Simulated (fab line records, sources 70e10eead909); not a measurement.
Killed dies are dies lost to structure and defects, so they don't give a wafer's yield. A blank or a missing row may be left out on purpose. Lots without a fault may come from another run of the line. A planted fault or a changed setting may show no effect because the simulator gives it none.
Which tool did it? | flow nand_harc | 24 lots, 72 wafers sampled, at 6 steps of a route of 1159

WHAT THE GAUGES READ, wafer by wafer
NHARC_A_CHANNEL_HOLE_D1_CD_MEAS_10: target cd 100 nm. Usual: cd_nm 100.0 nm, standard deviation 0.54.
lot  | measured     | on        | cd_nm (nm)        | flag
L074 | day 8 02:53  | cd_sem-02 | 99.5 100.2 99.7   |
L075 | day 8 15:41  | cd_sem-03 | 100.0 100.5 99.6  |
L077 | day 8 20:23  | cd_sem-02 | 99.5 99.9 100.1   |
L076 | day 8 20:56  | cd_sem-03 | 99.9 99.9 100.1   |
L078 | day 9 04:18  | cd_sem-03 | 99.3 99.6 100.4   |
L079 | day 9 13:38  | cd_sem-01 | 99.9 100.2 100.5  |
L081 | day 9 20:34  | cd_sem-01 | 99.6 101.2 100.9  |
L080 | day 9 20:43  | cd_sem-01 | 100.5 99.1 100.0  |
L082 | day 10 12:58 | cd_sem-01 | 99.8 100.1 101.0  |
L084 | day 10 14:45 | cd_sem-03 | 100.8 100.1 100.8 |
L083 | day 10 14:55 | cd_sem-03 | 100.2 100.5 100.3 |
L085 | day 10 23:46 | cd_sem-01 | 99.8 100.0 100.3  |
L087 | day 11 14:29 | cd_sem-02 | 100.0 100.7 100.0 |
L086 | day 11 15:16 | cd_sem-02 | 99.2 99.5 99.2    |
L089 | day 11 21:13 | cd_sem-03 | 100.1 99.6 98.9   |
L088 | day 11 21:49 | cd_sem-02 | 100.4 100.5 100.8 |
L090 | day 12 06:11 | cd_sem-01 | 99.6 100.5 100.1  |
L091 | day 12 06:20 | cd_sem-02 | 99.5 100.0 100.5  |
L092 | day 12 06:50 | cd_sem-01 | 99.9 100.4 99.4   |
L093 | day 13 08:59 | cd_sem-03 | 99.4 99.9 99.6    |
L094 | day 13 09:18 | cd_sem-02 | 100.4 100.0 100.3 |
L095 | day 13 15:49 | cd_sem-01 | 100.1 100.0 99.0  |
L096 | day 13 16:14 | cd_sem-01 | 101.0 100.5 99.8  |
L097 | day 14 11:13 | cd_sem-02 | 100.7 100.0 100.1 |

NHARC_A_CHANNEL_FILL_D1_INSPECT_13. Usual: raw_defect_count 273, standard deviation 98.
lot  | measured     | on                | raw_defect_count | flag
L074 | day 10 12:59 | defect_inspect-01 | 375 381 201      |
L075 | day 11 01:23 | defect_inspect-02 | 113 261 159      |
L077 | day 11 05:20 | defect_inspect-01 | 153 228 182      |
L076 | day 11 05:31 | defect_inspect-02 | 285 158 147      |
L078 | day 11 12:15 | defect_inspect-01 | 126 210 163      |
L079 | day 11 20:56 | defect_inspect-02 | 211 424 384      |
L081 | day 12 04:03 | defect_inspect-02 | 265 194 319      |
L080 | day 12 15:38 | defect_inspect-01 | 323 344 264      |
L082 | day 12 21:37 | defect_inspect-01 | 214 288 296      |
L084 | day 12 21:36 | defect_inspect-02 | 320 419 397      |
L083 | day 13 01:27 | defect_inspect-02 | 249 228 239      |
L085 | day 13 11:03 | defect_inspect-02 | 401 367 382      |
L087 | day 14 16:11 | defect_inspect-01 | 378 247 286      |
L086 | day 14 16:01 | defect_inspect-02 | 568 328 394      |
L089 | day 14 20:01 | defect_inspect-01 | 187 244 467      |
L088 | day 14 16:22 | defect_inspect-02 | 373 280 250      |
L090 | day 14 20:12 | defect_inspect-02 | 394 174 166      |
L091 | day 14 20:05 | defect_inspect-01 | 244 260 314      |
L092 | day 14 23:41 | defect_inspect-01 | 189 195 205      |
L093 | day 15 22:43 | defect_inspect-02 | 403 305 316      |
L094 | day 15 22:49 | defect_inspect-01 | 214 232 241      |
L095 | day 16 05:03 | defect_inspect-02 | 315 240 217      |
L096 | day 16 05:04 | defect_inspect-01 | 166 236 336      |
L097 | day 16 18:37 | defect_inspect-01 | 164 346 183      |

WHICH TOOL RAN EACH LOT (tool, then ch and the chambers of the sampled wafers, then the start)
lot  | NHARC_A_CHANNEL_HOLE_D1_ETCH_24  | NHARC_A_CHANNEL_FILL_D1_ALD_02   | NHARC_A_CHANNEL_FILL_D1_CMP_10 | NHARC_A_CHANNEL_FILL_D1_RTA_24
L074 | har_etch-02 ch 0,1, day 8 06:24  | ald_hk-02 ch 0,2,3, day 8 10:16  | cmp-04 ch 0,2,3, day 10 12:25  | rtp_anneal-01 ch 0, day 10 12:47
L075 | har_etch-02 ch 1, day 8 19:31    | ald_hk-01 ch 0,2,3, day 9 01:25  | cmp-04 ch 0,1,3, day 11 00:49  | rtp_anneal-02 ch 0, day 11 01:13
L077 | har_etch-01 ch 0, day 9 00:01    | ald_hk-02 ch 0,2,3, day 9 05:14  | cmp-01 ch 1,2,3, day 11 04:46  | rtp_anneal-01 ch 0, day 11 05:10
L076 | har_etch-02 ch 0,1, day 9 00:37  | ald_hk-01 ch 1,3, day 9 05:30    | cmp-04 ch 0,1,3, day 11 04:45  | rtp_anneal-01 ch 0, day 11 05:19
L078 | har_etch-02 ch 0,1, day 9 07:47  | ald_hk-02 ch 0,2,3, day 9 11:37  | cmp-02 ch 1,2,3, day 11 11:40  | rtp_anneal-01 ch 0, day 11 12:03
L079 | har_etch-02 ch 0,1, day 9 17:08  | ald_hk-01 ch 1,3, day 9 20:58    | cmp-01 ch 0,1, day 11 20:20    | rtp_anneal-02 ch 0, day 11 20:44
L081 | har_etch-02 ch 0,1, day 10 00:17 | ald_hk-02 ch 0,1,2, day 10 04:11 | cmp-04 ch 1,3, day 12 03:27    | rtp_anneal-02 ch 0, day 12 03:53
L080 | har_etch-01 ch 0,1, day 10 11:26 | ald_hk-04 ch 2,3, day 10 15:14   | cmp-01 ch 1,2, day 12 15:02    | rtp_anneal-01 ch 0, day 12 15:26
L082 | har_etch-02 ch 0,1, day 10 16:36 | ald_hk-04 ch 0,1,2, day 10 21:16 | cmp-04 ch 0,1,2, day 12 21:01  | rtp_anneal-01 ch 0, day 12 21:25
L084 | har_etch-01 ch 0,1, day 10 18:15 | ald_hk-04 ch 0,2, day 10 22:02   | cmp-02 ch 0,1,2, day 12 20:59  | rtp_anneal-02 ch 0, day 12 21:24
L083 | har_etch-02 ch 0,1, day 10 20:47 | ald_hk-01 ch 0,1,3, day 11 00:39 | cmp-01 ch 0,1,3, day 13 00:50  | rtp_anneal-01 ch 0, day 13 01:17
L085 | har_etch-01 ch 0,1, day 11 03:24 | ald_hk-04 ch 2,3, day 11 07:13   | cmp-04 ch 1,2,3, day 13 10:29  | rtp_anneal-01 ch 0, day 13 10:51
L087 | har_etch-02 ch 0,1, day 11 18:08 | ald_hk-04 ch 1,2,3, day 11 21:56 | cmp-01 ch 0,1,2, day 14 15:16  | rtp_anneal-01 ch 0, day 14 16:01
L086 | har_etch-01 ch 0,1, day 11 18:47 | ald_hk-02 ch 1,2,3, day 11 23:00 | cmp-04 ch 0,1,3, day 14 15:17  | rtp_anneal-01 ch 0, day 14 15:50
L089 | har_etch-02 ch 0,1, day 12 00:44 | ald_hk-04 ch 0,3, day 12 06:55   | cmp-01 ch 0,1,3, day 14 19:00  | rtp_anneal-01 ch 0, day 14 19:50
L088 | har_etch-01 ch 0,1, day 12 01:33 | ald_hk-02 ch 0,1,3, day 12 07:24 | cmp-04 ch 0,1,2, day 14 15:25  | rtp_anneal-01 ch 0, day 14 16:10
L090 | har_etch-02 ch 0,1, day 12 09:41 | ald_hk-02 ch 1,2,3, day 12 13:26 | cmp-02 ch 0,2,3, day 14 19:08  | rtp_anneal-01 ch 0, day 14 19:59
L091 | har_etch-01 ch 0,1, day 12 09:58 | ald_hk-02 ch 0,1,3, day 12 13:52 | cmp-04 ch 0,1,2, day 14 19:07  | rtp_anneal-02 ch 0, day 14 19:53
L092 | har_etch-02 ch 1, day 12 13:57   | ald_hk-04 ch 1,2,3, day 12 17:46 | cmp-02 ch 0,3, day 14 23:04    | rtp_anneal-02 ch 0, day 14 23:31
L093 | har_etch-01 ch 0,1, day 13 12:36 | ald_hk-04 ch 0,2, day 13 16:24   | cmp-04 ch 0,2, day 15 22:08    | rtp_anneal-02 ch 0, day 15 22:33
L094 | har_etch-02 ch 0,1, day 13 12:59 | ald_hk-01 ch 1,2,3, day 13 16:56 | cmp-02 ch 1,2,3, day 15 22:08  | rtp_anneal-01 ch 0, day 15 22:37
L095 | har_etch-02 ch 0,1, day 13 19:40 | ald_hk-04 ch 0,3, day 13 23:28   | cmp-04 ch 0,1, day 16 04:26    | rtp_anneal-02 ch 0, day 16 04:51
L096 | har_etch-02 ch 0,1, day 13 23:51 | ald_hk-01 ch 0,3, day 14 03:38   | cmp-02 ch 0,1, day 16 04:28    | rtp_anneal-01 ch 0, day 16 04:51
L097 | har_etch-01 ch 0, day 14 14:55   | ald_hk-04 ch 0,1,3, day 14 18:39 | cmp-04 ch 0,3, day 16 18:02    | rtp_anneal-01 ch 0, day 16 18:26
- NHARC_A_CHANNEL_HOLE_D1_ETCH_24: etches the open film in C4F8/O2/Ar, time 906.2 s, target depth 1500 nm.
- NHARC_A_CHANNEL_FILL_D1_ALD_02: deposits SiO2, target thk 6 nm, pulse time 10 s, ald cycles 60.
- NHARC_A_CHANNEL_FILL_D1_CMP_10: polishes, target thk 150 nm.
- NHARC_A_CHANNEL_FILL_D1_RTA_24: time 5 s.

WHAT THE TOOLS THEMSELVES READ (means of the sampled wafers that have a number; where no wafer has one, the mark that the record gives instead)
NHARC_A_CHANNEL_HOLE_D1_ETCH_24. Usual: drypump_motor_current_A 5.5 A, standard deviation 0.48; he_backside_leak_sccm 5.6 sccm, standard deviation 0.68; showerhead_plenum_p_Torr 3.801 Torr, standard deviation 0.012; temp_c -20.00 C, standard deviation 0.12; throttle_valve_pct 32.234 %, standard deviation 0.0092.
lot  | tool        | drypump_motor_current_A (A) | he_backside_leak_sccm (sccm) | showerhead_plenum_p_Torr (Torr) | temp_c (C) | throttle_valve_pct (%) | flag
L074 | har_etch-02 | 5.2                         | 5.4                          | 3.819                           | -19.94     | 32.234                 |
L075 | har_etch-02 | 5.0                         | 5.5                          | 3.812                           | -19.89     | 32.235                 |
L077 | har_etch-01 | 5.3                         | 5.2                          | 3.816                           | -20.04     | 32.238                 |
L076 | har_etch-02 | 5.4                         | 5.2                          | 3.817                           | -20.03     | 32.239                 |
L078 | har_etch-02 | 5.4                         | 5.2                          | 3.814                           | -19.96     | 32.238                 |
L079 | har_etch-02 | 5.2                         | 5.4                          | 3.808                           | -19.87     | 32.229                 |
L081 | har_etch-02 | 5.4                         | 5.3                          | 3.808                           | -20.00     | 32.232                 |
L080 | har_etch-01 | 6.0                         | 6.0                          | 3.812                           | -19.97     | 32.239                 |
L082 | har_etch-02 | 5.2                         | 5.5                          | 3.802                           | -19.91     | 32.238                 |
L084 | har_etch-01 | 5.7                         | 5.9                          | 3.809                           | -20.22     | 32.244                 |
L083 | har_etch-02 | 5.2                         | 5.4                          | 3.800                           | -19.98     | 32.238                 |
L085 | har_etch-01 | 5.7                         | 5.9                          | 3.807                           | -19.91     | 32.245                 |
L087 | har_etch-02 | 5.2                         | 6.6                          | 3.794                           | -19.97     | 32.238                 |
L086 | har_etch-01 | 6.0                         | 6.7                          | 3.803                           | -20.12     | 32.226                 |
L089 | har_etch-02 | 5.2                         | 5.4                          | 3.792                           | -20.05     | 32.233                 |
L088 | har_etch-01 | 6.0                         | 6.8                          | 3.800                           | -20.09     | 32.230                 |
L090 | har_etch-02 | 5.2                         | 5.4                          | 3.789                           | -20.14     | 32.226                 |
L091 | har_etch-01 | 5.7                         | 5.9                          | 3.798                           | -20.13     | 32.235                 |
L092 | har_etch-02 | 5.0                         | 5.3                          | 3.783                           | -20.01     | 32.233                 |
L093 | har_etch-01 | 5.7                         | 5.9                          | 3.794                           | -20.06     | 32.245                 |
L094 | har_etch-02 | 5.4                         | 5.6                          | 3.787                           | -19.98     | 32.236                 |
L095 | har_etch-02 | 5.3                         | 5.4                          | 3.785                           | -20.02     | 32.230                 |
L096 | har_etch-02 | 5.2                         | 5.4                          | 3.779                           | -19.98     | 32.236                 |
L097 | har_etch-01 | 5.3                         | 4.8                          | 3.791                           | -20.18     | 32.233                 |

NHARC_A_CHANNEL_FILL_D1_ALD_02. Usual: heater_power_w 459 W, standard deviation 44; precursor_pulse_height_rel 0.998, standard deviation 0.02.
lot  | tool      | heater_power_w (W) | precursor_pulse_height_rel | flag
L074 | ald_hk-02 | 480                | 0.993                      |
L075 | ald_hk-01 | 466                | 1.017                      |
L077 | ald_hk-02 | 478                | 1.016                      |
L076 | ald_hk-01 | 520                | 1.003                      |
L078 | ald_hk-02 | 478                | 0.986                      |
L079 | ald_hk-01 | 522                | 1.006                      |
L081 | ald_hk-02 | 480                | 0.974                      |
L080 | ald_hk-04 | 438                | 0.991                      |
L082 | ald_hk-04 | 456                | 0.993                      |
L084 | ald_hk-04 | 461                | 1.009                      |
L083 | ald_hk-01 | 502                | 0.991                      |
L085 | ald_hk-04 | 418                | 0.985                      |
L087 | ald_hk-04 | 425                | 1.003                      |
L086 | ald_hk-02 | 447                | 0.968                      |
L089 | ald_hk-04 | 418                | 0.988                      |
L088 | ald_hk-02 | 451                | 0.994                      |
L090 | ald_hk-02 | 452                | 1.015                      |
L091 | ald_hk-02 | 461                | 0.993                      |
L092 | ald_hk-04 | 436                | 1.004                      |
L093 | ald_hk-04 | 461                | 1.000                      |
L094 | ald_hk-01 | 495                | 1.001                      |
L095 | ald_hk-04 | 415                | 0.998                      |
L096 | ald_hk-01 | 522                | 1.003                      |
L097 | ald_hk-04 | 438                | 0.999                      |

NHARC_A_CHANNEL_FILL_D1_CMP_10. Usual: motor_current_A 12.1 A, standard deviation 0.84; slurry_flow_ml_min 149.9, standard deviation 0.44; time_to_endpoint_s 15.1 s, standard deviation 2.4.
lot  | tool   | motor_current_A (A) | slurry_flow_ml_min | time_to_endpoint_s (s) | flag
L074 | cmp-04 | 12.4                | 150.0              | 15.7                   |
L075 | cmp-04 | 12.7                | 150.3              | 14.5                   |
L077 | cmp-01 | 12.1                | 149.6              | 15.0                   |
L076 | cmp-04 | 12.6                | 150.3              | 14.2                   |
L078 | cmp-02 | 11.9                | 150.0              | 16.7                   |
L079 | cmp-01 | 12.1                | 149.3              | 15.5                   |
L081 | cmp-04 | 13.0                | 149.9              | 13.7                   |
L080 | cmp-01 | 12.5                | 149.9              | 12.5                   |
L082 | cmp-04 | 11.8                | 149.4              | 14.2                   |
L084 | cmp-02 | 11.8                | 149.5              | 15.8                   |
L083 | cmp-01 | 11.4                | 149.7              | 14.7                   |
L085 | cmp-04 | 12.4                | 149.8              | 15.4                   |
L087 | cmp-01 | 12.3                | 149.9              | 16.4                   |
L086 | cmp-04 | 12.4                | 149.9              | 15.3                   |
L089 | cmp-01 | 11.8                | 149.8              | 14.3                   |
L088 | cmp-04 | 11.3                | 149.9              | 14.6                   |
L090 | cmp-02 | 12.8                | 150.0              | 15.3                   |
L091 | cmp-04 | 12.1                | 150.3              | 15.4                   |
L092 | cmp-02 | 12.9                | 149.9              | 14.2                   |
L093 | cmp-04 | 11.4                | 150.2              | 18.5                   |
L094 | cmp-02 | 12.1                | 150.2              | 13.1                   |
L095 | cmp-04 | 12.0                | 150.7              | 12.7                   |
L096 | cmp-02 | 11.6                | 150.3              | 18.2                   |
L097 | cmp-04 | 12.9                | 150.0              | 16.9                   |

NHARC_A_CHANNEL_FILL_D1_RTA_24. Usual: lamp_power_pct 30.3 %, standard deviation 0.36; lamp_zone_3_pct 30.3 %, standard deviation 0.35; lamp_zone_7_pct 30.8 %, standard deviation 0.36; wafer_temp_C_max 1003.5, standard deviation 0.96.
lot  | tool          | lamp_power_pct (%) | lamp_zone_3_pct (%) | lamp_zone_7_pct (%) | wafer_temp_C_max | flag
L074 | rtp_anneal-01 | 30.5               | 30.6                | 31.0                | 1003.4           |
L075 | rtp_anneal-02 | 29.8               | 29.8                | 30.3                | 1002.5           |
L077 | rtp_anneal-01 | 30.5               | 30.5                | 31.0                | 1004.2           |
L076 | rtp_anneal-01 | 30.5               | 30.5                | 31.0                | 1003.4           |
L078 | rtp_anneal-01 | 30.5               | 30.5                | 31.1                | 1004.0           |
L079 | rtp_anneal-02 | 29.8               | 29.7                | 30.2                | 1002.7           |
L081 | rtp_anneal-02 | 29.8               | 29.8                | 30.3                | 1003.1           |
L080 | rtp_anneal-01 | 30.6               | 30.5                | 31.0                | 1003.6           |
L082 | rtp_anneal-01 | 30.5               | 30.5                | 31.1                | 1003.1           |
L084 | rtp_anneal-02 | 29.8               | 29.8                | 30.3                | 1002.9           |
L083 | rtp_anneal-01 | 30.5               | 30.5                | 31.0                | 1002.7           |
L085 | rtp_anneal-01 | 30.5               | 30.5                | 31.0                | 1004.3           |
L087 | rtp_anneal-01 | 30.6               | 30.5                | 31.0                | 1003.9           |
L086 | rtp_anneal-01 | 30.6               | 30.5                | 31.0                | 1004.7           |
L089 | rtp_anneal-01 | 30.5               | 30.5                | 31.0                | 1004.3           |
L088 | rtp_anneal-01 | 30.5               | 30.6                | 31.0                | 1003.3           |
L090 | rtp_anneal-01 | 30.5               | 30.5                | 31.0                | 1003.1           |
L091 | rtp_anneal-02 | 29.8               | 29.8                | 30.3                | 1002.6           |
L092 | rtp_anneal-02 | 29.7               | 29.8                | 30.2                | 1002.7           |
L093 | rtp_anneal-02 | 29.8               | 29.8                | 30.3                | 1004.3           |
L094 | rtp_anneal-01 | 30.5               | 30.5                | 31.0                | 1003.9           |
L095 | rtp_anneal-02 | 29.8               | 29.8                | 30.3                | 1003.0           |
L096 | rtp_anneal-01 | 30.6               | 30.6                | 31.1                | 1003.8           |
L097 | rtp_anneal-01 | 30.5               | 30.5                | 31.0                | 1003.1           |

THE ANSWER, worked out from the rows above alone
Rule: a lot is off if the mean of its wafers that have a number lies more than 3 standard deviations from the usual mean. A lot without any number at a reading at which 4 lots or more have one is off too. The other lots that the step has rows for count as sound. The gauges are gone through in route order, then the tools' own readings, and for those a lot's mean is taken as printed above. The first step at which some lot is off is used, and at that step the reading that is off furthest; a lot without a number counts as furthest.
No lot is off at any reading shown: from this, nothing can be told.

WHAT THE SIMULATOR HAD PUT IN
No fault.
